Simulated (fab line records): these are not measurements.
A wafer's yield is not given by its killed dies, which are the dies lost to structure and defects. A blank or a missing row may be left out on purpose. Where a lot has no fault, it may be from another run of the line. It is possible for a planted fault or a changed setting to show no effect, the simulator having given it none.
Lot-split experiment || flow n5 finfet || 7 lots, 21 wafers read, on a route of 1938 steps

THE SPLIT
At N5_WELL_APT_EXPOSE_22 (exposes mask PWELL, defocus 0 nm, target cd 200 nm), the setting dose mj was moved away from the recipe's 23.2 on 5 of the 21 wafers read, by -6.2% to +3.9%. All remaining wafers had this setting at the recipe value.

FROM THE SPLIT TO THE READING: what the file shows between them, 2 steps
- N5_WELL_APT_DEVELOP_24: develop time 45 s (also split here: develop time s)
- N5_WELL_APT_HARDBAKE_29: time 120 s

THE READING
Shown in nm: cd nm at N5_WELL_APT_CD_MEAS_25, with target cd 200 nm. On this fab line, fault-free wafers typically give 199.1 nm with a standard deviation of 1.3 nm.

{"wafer": "L074.2", "tool, chamber at the split": "krf scanner-01, 0", "dose mj as run": 23.2, "against the recipe": "recipe", "cd nm, nm": 197.9, "against lot-mates on the recipe": "-"}
{"wafer": "L074.4", "tool, chamber at the split": "krf scanner-01, 0", "dose mj as run": 23.2, "against the recipe": "recipe", "cd nm, nm": 198.9, "against lot-mates on the recipe": "-"}
{"wafer": "L074.6", "tool, chamber at the split": "krf scanner-01, 0", "dose mj as run": 23.2, "against the recipe": "recipe", "cd nm, nm": 197.6, "against lot-mates on the recipe": "-"}
{"wafer": "L077.3", "tool, chamber at the split": "krf scanner-02, 0", "dose mj as run": 23.2, "against the recipe": "recipe", "cd nm, nm": 198.6, "against lot-mates on the recipe": "-"}
{"wafer": "L077.4", "tool, chamber at the split": "krf scanner-02, 0", "dose mj as run": 24.08, "against the recipe": "+3.8%", "cd nm, nm": 207.0, "against lot-mates on the recipe": "+8.4"}
{"wafer": "L077.6", "tool, chamber at the split": "krf scanner-02, 0", "dose mj as run": 24.08, "against the recipe": "+3.8%", "cd nm, nm": 206.3, "against lot-mates on the recipe": "+7.7"}
{"wafer": "L078.3", "tool, chamber at the split": "krf scanner-02, 0", "dose mj as run": 23.2, "against the recipe": "recipe", "cd nm, nm": 199.5, "against lot-mates on the recipe": "-"}
{"wafer": "L078.5", "tool, chamber at the split": "krf scanner-02, 0", "dose mj as run": 23.2, "against the recipe": "recipe", "cd nm, nm": 199.7, "against lot-mates on the recipe": "-"}
{"wafer": "L078.6", "tool, chamber at the split": "krf scanner-02, 0", "dose mj as run": 23.2, "against the recipe": "recipe", "cd nm, nm": 198.5, "against lot-mates on the recipe": "-"}
{"wafer": "L079.2", "tool, chamber at the split": "krf scanner-02, 0", "dose mj as run": 23.2, "against the recipe": "recipe", "cd nm, nm": 200.5, "against lot-mates on the recipe": "-"}
{"wafer": "L079.5", "tool, chamber at the split": "krf scanner-02, 0", "dose mj as run": 23.2, "against the recipe": "recipe", "cd nm, nm": 201.5, "against lot-mates on the recipe": "-"}
{"wafer": "L079.6", "tool, chamber at the split": "krf scanner-02, 0", "dose mj as run": 21.84, "against the recipe": "-5.9%", "cd nm, nm": 189.1, "against lot-mates on the recipe": -11.9}
{"wafer": "L082.2", "tool, chamber at the split": "krf scanner-02, 0", "dose mj as run": 23.2, "against the recipe": "recipe", "cd nm, nm": 201.6, "against lot-mates on the recipe": "-"}
{"wafer": "L082.4", "tool, chamber at the split": "krf scanner-02, 0", "dose mj as run": 23.2, "against the recipe": "recipe", "cd nm, nm": 198.1, "against lot-mates on the recipe": "-"}
{"wafer": "L082.6", "tool, chamber at the split": "krf scanner-02, 0", "dose mj as run": 24.1, "against the recipe": "+3.9%", "cd nm, nm": 207.3, "against lot-mates on the recipe": "+7.5"}
{"wafer": "L094.3", "tool, chamber at the split": "krf scanner-02, 0", "dose mj as run": 21.77, "against the recipe": "-6.2%", "cd nm, nm": 187.3, "against lot-mates on the recipe": -12.0}
{"wafer": "L094.4", "tool, chamber at the split": "krf scanner-02, 0", "dose mj as run": 23.2, "against the recipe": "recipe", "cd nm, nm": 199.1, "against lot-mates on the recipe": "-"}
{"wafer": "L094.6", "tool, chamber at the split": "krf scanner-02, 0", "dose mj as run": 23.2, "against the recipe": "recipe", "cd nm, nm": 199.5, "against lot-mates on the recipe": "-"}
{"wafer": "L096.1", "tool, chamber at the split": "krf scanner-02, 0", "dose mj as run": 23.2, "against the recipe": "recipe", "cd nm, nm": 197.0, "against lot-mates on the recipe": "-"}
{"wafer": "L096.2", "tool, chamber at the split": "krf scanner-02, 0", "dose mj as run": 23.2, "against the recipe": "recipe", "cd nm, nm": 197.5, "against lot-mates on the recipe": "-"}
{"wafer": "L096.6", "tool, chamber at the split": "krf scanner-02, 0", "dose mj as run": 23.2, "against the recipe": "recipe", "cd nm, nm": 196.8, "against lot-mates on the recipe": "-"}

THE FIT
A straight line over all 21 wafers: cd nm changes by +1.9 nm for each +1% of dose mj; r = +0.96; the points scatter about the line by 1.4 nm.
The same after taking each lot's own level away (the mean of its wafers on the recipe; 21 wafers): +2.01 nm for each +1%; r = +0.99; scatter 0.71 nm.
Per that fit: largest dose mj move, reading shift of 12 nm.
The span of the lots' own levels, 197.10 to 201.00 nm, comes to 3.0 times the standard deviation stated above.
Consequently the slope shifts little with the lot-to-lot level, the two slopes agreeing.
Check: -12.6 nm against its lot-mates is what the line predicts for one of the wafers moved furthest among these (-6.2%) when that wafer is left out of the fit. It came out at -12 nm against them.

THESE WAFERS: OTHER SPLITS
Note: prior to the reading, these wafers also went through further splits. Each is held against what the fit with the lots' levels taken away leaves over:
{"other split on the same wafers": "N5_WELL_APT_DEVELOP_24 develop time s", "wafers away from the commonest value": 9, "r with cd nm (lot level and that fit taken away)": "+0.23"}

THE WHOLE CHAIN: every reading that the file lists as answering this split, in the file's order
{"step": "N5_WELL_APT_CD_MEAS_25", "what it does": "target cd 200 nm", "reading": "cd nm", "change (the file's fit)": "+1.99 nm for each +1% of the setting", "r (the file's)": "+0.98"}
{"step": "N5_WELL_APT_DESCUM_30", "what it does": "chemistry O2, time 7.9 s", "reading": "WELL_APT.cd nm (the simulator's own value, which no gauge read)", "change (the file's fit)": "+2.02 nm for each +1% of the setting", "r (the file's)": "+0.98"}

THE FILE'S OWN FIT
cd nm changes by +1.99 nm for each +1% of dose mj, r = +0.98.
